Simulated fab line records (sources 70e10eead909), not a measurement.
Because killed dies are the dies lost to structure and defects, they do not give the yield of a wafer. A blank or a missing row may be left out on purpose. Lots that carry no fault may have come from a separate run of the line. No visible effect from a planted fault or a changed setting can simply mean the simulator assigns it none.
What tool caused it? -- flow nand harc -- 11 lots, 33 wafers sampled, at 5 steps of a route of 1159

## WHAT THE GAUGES SHOWED, per wafer
NHARC_END_SORT_01. Usual: killed at array 29, standard deviation 11; killed at other 0.7, standard deviation 1.1; killed at periphery 2.9, standard deviation 2.2; killed dies 33, standard deviation 11; killed open 3.1, standard deviation 1.8; killed short 1.9, standard deviation 1.4.
lot,measured,on,killed at array,killed at other,killed at periphery,killed dies,killed open,killed short,flag
L852,day 23 06:09,prober-02,672 674 676,2 1 1,3 2 0,677 677 677,1 3 2,5 1 4,OFF
L851,day 23 07:44,prober-01,674 677 674,1 0 0,2 0 3,677 677 677,4 1 4,0 1 2,OFF

## WHICH TOOL RAN EACH LOT (tool, then ch and the chambers of the sampled wafers, then the start)
lot,NHARC_A_CONTACT_ETCH_49,NHARC_A_CONTACT_ETCH_50,NHARC_A_CONTACT_ETCH_114,NHARC_A_CONTACT_ETCH_119
L836,"rie diel-06 ch 1,2,3, day 16 18:14 or earlier","rie diel-06 ch 0,2,3, day 16 18:14","har cap etch-02 ch 0,1, day 16 19:22","har cap etch-02 ch 0,1, day 16 19:49"
L842,"rie diel-06 ch 2,3, day 18 07:10 or earlier","rie diel-06 ch 0,1, day 18 07:10","har cap etch-02 ch 0,1, day 18 08:16","har cap etch-02 ch 0,1, day 18 08:44"
L843,"rie diel-09 ch 2,3, day 18 13:59 or earlier","rie diel-09 ch 1,3, day 18 13:59","har cap etch-01 ch 0,1, day 18 15:14","har cap etch-01 ch 0,1, day 18 15:41"
L845,"rie diel-11 ch 0,2, day 18 18:35 or earlier","rie diel-11 ch 1,2,3, day 18 18:35","har cap etch-02 ch 0,1, day 18 19:43","har cap etch-02 ch 0,1, day 18 20:10"
L846,"rie diel-06 ch 0,1,3, day 19 06:09 or earlier","rie diel-06 ch 0,1,2, day 19 06:09","har cap etch-01 ch 0,1, day 19 07:18","har cap etch-01 ch 0,1, day 19 07:46"
L849,"rie diel-09 ch 0,1,2, day 19 19:14 or earlier","rie diel-09 ch 0,1,3, day 19 19:14","har cap etch-02 ch 0,1, day 19 20:20","har cap etch-02 ch 0,1, day 19 20:48"
L852,"rie diel-06 ch 1,2,3, day 20 07:05 or earlier","rie diel-06 ch 0,1,3, day 20 07:05","har cap etch-03 ch 0,1, day 20 08:13","har cap etch-03 ch 0,1, day 20 08:40"
L851,"rie diel-06 ch 0,1,2, day 20 09:19 or earlier","rie diel-06 ch 0,1,3, day 20 09:19","har cap etch-01 ch 0,1, day 20 10:38","har cap etch-01 ch 0,1, day 20 11:05"
L856,"rie diel-09 ch 0,2,3, day 21 01:03 or earlier","rie diel-09 ch 0,3, day 21 01:03","har cap etch-01 ch 0,1, day 21 02:19","har cap etch-01 ch 0,1, day 21 02:58"
L855,"rie diel-06 ch 0,1, day 21 10:28 or earlier","rie diel-06 ch 0,3, day 21 10:28","har cap etch-01 ch 0,1, day 21 11:35","har cap etch-01 ch 0,1, day 21 12:02"
L857,"rie diel-11 ch 0,1,2, day 21 17:33 or earlier","rie diel-11 ch 1,2, day 21 17:33","har cap etch-02 ch 0,1, day 21 18:42","har cap etch-02 ch 0,1, day 21 19:09"
- NHARC_A_CONTACT_ETCH_49: etches the open film in N2/H2, target depth 260 nm, time 475.3 s.
- NHARC_A_CONTACT_ETCH_50: etches the open film in CF4/CHF3, target depth 84.7 nm, time 42.4 s.
- NHARC_A_CONTACT_ETCH_114: etches the open film in C4F8/O2/Ar, time 94 s, target depth 922 nm.
- NHARC_A_CONTACT_ETCH_119: etches the open film in C4F8/O2/Ar, time 94 s, target depth 922 nm.

## AS READ BY THE TOOLS THEMSELVES (means over the sampled wafers that have a number; for cases with no such wafer, the mark the record gives instead)
NHARC_A_CONTACT_ETCH_49. Usual: bias w 150.0 W, standard deviation 0.49; chamber pressure mTorr 29.996 mTorr, standard deviation 0.025; drypump motor current A 5.7 A, standard deviation 0.44; h2 flow sccm 150.0 sccm, standard deviation 0.41; n2 flow sccm 150.0 sccm, standard deviation 0.45; oes product au 0.998 a.u., standard deviation 0.008; rf vpp V 431 V, standard deviation 3.1; showerhead plenum p Torr 2.07 Torr, standard deviation 0.11; throttle valve pct 14.171 %, standard deviation 0.0094.
lot,tool,bias w (W),chamber pressure mTorr (mTorr),drypump motor current A (A),h2 flow sccm (sccm),n2 flow sccm (sccm),oes product au (a.u.),rf vpp V (V),showerhead plenum p Torr (Torr),throttle valve pct (%),flag
L836,rie diel-06,149.6,29.985,5.7,150.2,150.4,0.991,432,2.08,14.159,
L842,rie diel-06,150.3,30.000,5.7,150.2,150.0,1.005,433,2.12,14.169,
L843,rie diel-09,149.6,29.979,5.6,149.9,149.2,1.005,427,1.94,14.179,
L845,rie diel-11,149.4,29.987,6.1,150.2,150.3,1.001,435,2.19,14.175,
L846,rie diel-06,150.1,30.005,5.8,149.6,150.0,0.991,432,2.09,14.162,
L849,rie diel-09,150.4,30.006,5.2,150.0,149.7,0.996,431,2.04,14.167,
L852,rie diel-06,150.2,30.006,5.7,149.6,150.2,1.002,431,2.07,14.173,
L851,rie diel-06,150.1,29.989,5.4,150.1,150.0,1.001,434,2.14,14.165,
L856,rie diel-09,149.7,29.996,5.5,149.9,149.7,0.993,429,1.96,14.170,
L855,rie diel-06,150.2,29.995,5.5,149.9,149.9,0.993,433,2.15,14.174,
L857,rie diel-11,150.1,29.988,6.1,150.0,150.3,0.998,431,2.09,14.163,

NHARC_A_CONTACT_ETCH_50. Usual: bias w 200.0 W, standard deviation 0.55; cf4 flow sccm 100.00 sccm, standard deviation 0.29; chamber pressure mTorr 25.000 mTorr, standard deviation 0.023; drypump motor current A 5.7 A, standard deviation 0.45; oes product au 0.953 a.u., standard deviation 0.023; rf vpp V 371.0 V, standard deviation 2.7; showerhead plenum p Torr 1.59 Torr, standard deviation 0.076; throttle valve pct 16.802 %, standard deviation 0.0097.
lot,tool,bias w (W),cf4 flow sccm (sccm),chamber pressure mTorr (mTorr),drypump motor current A (A),oes product au (a.u.),rf vpp V (V),showerhead plenum p Torr (Torr),throttle valve pct (%),flag
L836,rie diel-06,200.5,99.87,24.975,5.7,0.966,369.6,1.56,16.813,
L842,rie diel-06,199.7,99.94,24.985,5.4,0.949,368.8,1.54,16.802,
L843,rie diel-09,199.8,99.85,24.999,5.4,0.927,368.3,1.52,16.802,
L845,rie diel-11,200.5,99.88,24.997,5.8,0.924,370.7,1.59,16.797,
L846,rie diel-06,200.1,99.88,25.028,5.4,0.976,373.2,1.65,16.801,
L849,rie diel-09,199.8,99.85,25.004,5.3,0.974,369.5,1.54,16.810,
L852,rie diel-06,-,-,-,-,-,-,-,-,OFF
L851,rie diel-06,-,-,-,-,-,-,-,-,OFF
L856,rie diel-09,200.3,99.92,24.979,5.6,0.980,368.1,1.49,16.806,
L855,rie diel-06,200.4,99.79,25.004,5.8,0.968,372.6,1.65,16.800,
L857,rie diel-11,199.5,100.03,25.016,5.9,0.928,369.0,1.54,16.796,

NHARC_A_CONTACT_ETCH_114. Usual: chamber pressure mTorr 20.002 mTorr, standard deviation 0.018; oes air line au 1.001 a.u., standard deviation 0.019.
lot,tool,chamber pressure mTorr (mTorr),oes air line au (a.u.),flag
L836,har cap etch-02,19.981,1.025,
L842,har cap etch-02,20.011,0.976,
L843,har cap etch-01,19.984,1.004,
L845,har cap etch-02,20.020,0.997,
L846,har cap etch-01,19.988,1.024,
L849,har cap etch-02,19.997,1.017,
L852,har cap etch-03,19.981,0.998,
L851,har cap etch-01,20.000,0.999,
L856,har cap etch-01,20.005,0.985,
L855,har cap etch-01,20.009,1.000,
L857,har cap etch-02,20.012,1.013,

NHARC_A_CONTACT_ETCH_119. Usual: chamber pressure mTorr 20.000 mTorr, standard deviation 0.019; oes air line au 1.000 a.u., standard deviation 0.019.
lot,tool,chamber pressure mTorr (mTorr),oes air line au (a.u.),flag
L836,har cap etch-02,19.995,0.985,
L842,har cap etch-02,20.002,0.987,
L843,har cap etch-01,19.987,0.996,
L845,har cap etch-02,20.013,0.992,
L846,har cap etch-01,19.999,1.000,
L849,har cap etch-02,20.010,0.995,
L852,har cap etch-03,20.021,0.989,
L851,har cap etch-01,20.005,0.998,
L856,har cap etch-01,19.996,1.004,
L855,har cap etch-01,19.989,1.014,
L857,har cap etch-02,20.002,1.017,

## THE ANSWER, worked out from the rows above alone
Rule: a lot is off if the mean of its wafers that have a number lies more than 3 standard deviations from the usual mean. A lot without any number at a reading at which 4 lots or more have one is off too. Any other lot the step has rows for is counted as sound. After the gauges, taken in route order, come the tools' own readings; for these a lot's mean is taken, as printed above. The first step at which some lot is off is used, and at that step the reading that is off furthest; a lot without a number counts as furthest.
Off, at NHARC_END_SORT_01 on killed at array: L852, L851. Neither off nor sound, because the step has no rows for them: L836, L842, L843, L845, L846, L849, L856, L855, L857.
If a tool, at a process step before that reading, ran all the lots that are off and no sound lot after the first of them, it fits. The gauges at NHARC_END_SORT_01 aren't tried: what is off there is off at NHARC_A_CONTACT_ETCH_50 too, on other tools, and a gauge's error can't cause that. NHARC_A_CONTACT_ETCH_49: start missing for some lots; hours and lot order therefore follow NHARC_A_CONTACT_ETCH_50. One candidate fits, namely rie diel-06 at NHARC_A_CONTACT_ETCH_49 and NHARC_A_CONTACT_ETCH_50. It ran no sound lot before its first lot that is off in this sample, so the start can't be narrowed down.

## WHAT THE SIMULATOR HAD INSERTED
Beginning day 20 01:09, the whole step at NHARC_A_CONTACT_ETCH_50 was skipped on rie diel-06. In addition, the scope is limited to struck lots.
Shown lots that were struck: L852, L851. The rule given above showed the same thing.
